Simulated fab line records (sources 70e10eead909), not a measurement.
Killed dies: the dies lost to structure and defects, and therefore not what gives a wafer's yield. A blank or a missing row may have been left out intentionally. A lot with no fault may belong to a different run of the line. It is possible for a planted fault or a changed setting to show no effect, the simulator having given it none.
Which of the tools did it? | flow nandHarc | 18 wafers from 6 lots sampled at 3 of the route's 1302 steps

## WHAT THE GAUGES SHOWED, per wafer
NHARC_A_ONON_D1_THK_MEAS_02: measures by ellipsometry.
lot  | measured     | on           | thkNm (nm)
L425 | day 8 03:05  | filmMetro-01 | 1005 1004 1004
L427 | day 8 17:42  | filmMetro-01 | 1016 1017 1017
L432 | day 11 07:19 | filmMetro-01 | 1016 1015 1016
L435 | day 11 23:38 | filmMetro-02 | 1087 1086 1088
L441 | day 15 07:21 | filmMetro-01 | 998 997 998
L444 | day 16 01:37 | filmMetro-02 | 1006 1007 1004

## EACH LOT AND THE TOOL THAT RAN IT (in order: tool; ch and the chambers of the sampled wafers; start)
lot  | NHARC_A_ZERO_WELL_ETCH_13       | NHARC_A_ONON_D1_DEP_00
L425 | rieSi-01 ch 1,2, day 7 05:03    | pecvdOnon-02 ch 0, day 8 02:35
L427 | rieSi-02 ch 0,1, day 7 21:10    | pecvdOnon-04 ch 0, day 8 17:11
L432 | rieSi-02 ch 1,2,3, day 10 07:04 | pecvdOnon-04 ch 0, day 11 06:52
L435 | rieSi-02 ch 0,3, day 11 02:52   | pecvdOnon-02 ch 0, day 11 23:14
L441 | rieSi-02 ch 0,1, day 13 21:55   | pecvdOnon-02 ch 0, day 15 06:53
L444 | rieSi-01 ch 1,2,3, day 15 04:04 | pecvdOnon-02 ch 0, day 16 01:07
- NHARC_A_ZERO_WELL_ETCH_13: etches the open film in HBr/Cl2, target depth 120 nm, time 40.1 s.
- NHARC_A_ONON_D1_DEP_00: target thk 1000 nm.

## THE ANSWER, worked out from the rows above alone
Rule: the lots themselves supply what counts as usual. Put in order of their means at a reading, lots are off if they are a third of the lots or fewer, leave a main group of 4 or more, and stand apart from it by a gap of 3 or more times the standard deviation of the main group's means; of several such gaps the widest counts. The tables above print the reading to a certain number of digits; a main group whose means all agree to those digits is not used. A lot without any number at a reading at which 4 lots or more have one is off too. The other lots that the step has rows for count as sound.
Off at NHARC_A_ONON_D1_THK_MEAS_02 (thkNm): L435. The main group has a mean of 1008 nm with a standard deviation of 7.2.
If a tool, at a process step before that reading, ran all the lots that are off and no sound lot after the first of them, it fits. Gauges at NHARC_A_ONON_D1_THK_MEAS_02: tried the same way as those tools. Not one of the candidates tried fits.

## WHAT THE SIMULATOR HAD INSERTED
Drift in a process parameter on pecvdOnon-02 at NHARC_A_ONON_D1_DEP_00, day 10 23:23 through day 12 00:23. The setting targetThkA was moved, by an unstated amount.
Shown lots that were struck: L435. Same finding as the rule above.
